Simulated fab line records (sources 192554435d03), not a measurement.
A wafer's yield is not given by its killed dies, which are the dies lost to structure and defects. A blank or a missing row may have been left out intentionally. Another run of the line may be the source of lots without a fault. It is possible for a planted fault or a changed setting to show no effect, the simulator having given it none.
A single fault, viewed from 2 desks || flow n5Finfet || each desk holds nothing but its own numbers, with what lay behind them at the end

== AT THE METROLOGY DESK ==
What the gauges read for every lot (on any tool): the sampled wafers with a number, averaged. Any lot whose mean is over 4 standard deviations away from the usual mean is out of limits and marked OUT; that distance is given in the brackets.
Columns: A = cdNm at N5_PASSIVATION_CD_MEAS_10, usual 2999.7 nm; B = cdNm at N5_PASSIVATION_CD_MEAS_30, usual 3999.6 nm
{"lot": "L492", "first seen here": "day 12 13:50", "A": 2998.2, "B": 3999.9}
{"lot": "L494", "first seen here": "day 13 02:16", "A": 3002.1, "B": 3999.8}
{"lot": "L495", "first seen here": "day 13 06:15", "A": 3000.3, "B": 4000.9}
{"lot": "L496", "first seen here": "day 13 13:46", "A": 2997.8, "B": 3998.4}
{"lot": "L507", "first seen here": "day 16 10:31", "A": 2999.7, "B": "3990.6 (-5.3) OUT"}
{"lot": "L505", "first seen here": "day 16 10:41", "A": 3001.2, "B": "3987.7 (-7.0) OUT"}
{"lot": "L509", "first seen here": "day 16 15:22", "A": 3002.1, "B": 3999.3}
{"lot": "L512", "first seen here": "day 17 06:45", "A": 2999.4, "B": 4002.4}
{"lot": "L513", "first seen here": "day 17 21:22", "A": 2998.9, "B": 3996.8}
{"lot": "L515", "first seen here": "day 18 15:15", "A": 2998.4, "B": 3998.3}
Finding of this desk: L505, L507 out of limits; the first was L507 at day 16 12:31, on cdNm at N5_PASSIVATION_CD_MEAS_30. L492, L494, L495, L496, L509, L512, L513, L515: within limits.

== TOOL OWNER'S DESK, krfScanner-01 ==
The tool's own readings at N5_PASSIVATION_EXPOSE_27 (exposes mask PAD, defocus 0 nm): means of the sampled wafers that have a number, for each lot that ran on this tool. Any lot whose mean is over 4 standard deviations away from the usual mean is out of limits and marked OUT; that distance is given in the brackets.
Columns: A = exposureDoseMJCm2 at N5_PASSIVATION_EXPOSE_27, usual 32.30; B = focusOffsetNm at N5_PASSIVATION_EXPOSE_27, usual 0.1 nm
{"lot": "L492", "first seen here": "day 12 15:19", "A": 32.36, "B": -0.3}
{"lot": "L494", "first seen here": "day 13 03:44", "A": 32.32, "B": 0.5}
{"lot": "L495", "first seen here": "day 13 09:31", "A": 32.34, "B": -0.7}
{"lot": "L507", "first seen here": "day 16 12:20", "A": "30.46 (-56) OUT", "B": 0.3}
{"lot": "L505", "first seen here": "day 16 12:22", "A": "30.47 (-55) OUT", "B": -0.2}
Finding of this desk: L505, L507 out of limits; the first was L507 at day 16 12:20, on exposureDoseMJCm2 at N5_PASSIVATION_EXPOSE_27. L492, L494, L495: within limits.

== BROUGHT TOGETHER ==
The tool owner's desk had the chance to raise an alarm at day 16 12:20 on L505, L507.
Metrology desk: alarm possible at day 16 12:31 on L505, L507.
Of the lots named, all ran N5_PASSIVATION_EXPOSE_27 on krfScanner-01.

== WHAT WAS PUT IN BY THE SIMULATOR ==
Process parameters drifting: krfScanner-01 at N5_PASSIVATION_EXPOSE_27, beginning at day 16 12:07. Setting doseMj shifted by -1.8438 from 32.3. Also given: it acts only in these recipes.
Struck lots among those shown: L505, L507.
Fault start to first reading out of limits, in hours, per desk: tool owner, 0; metrology, 0.
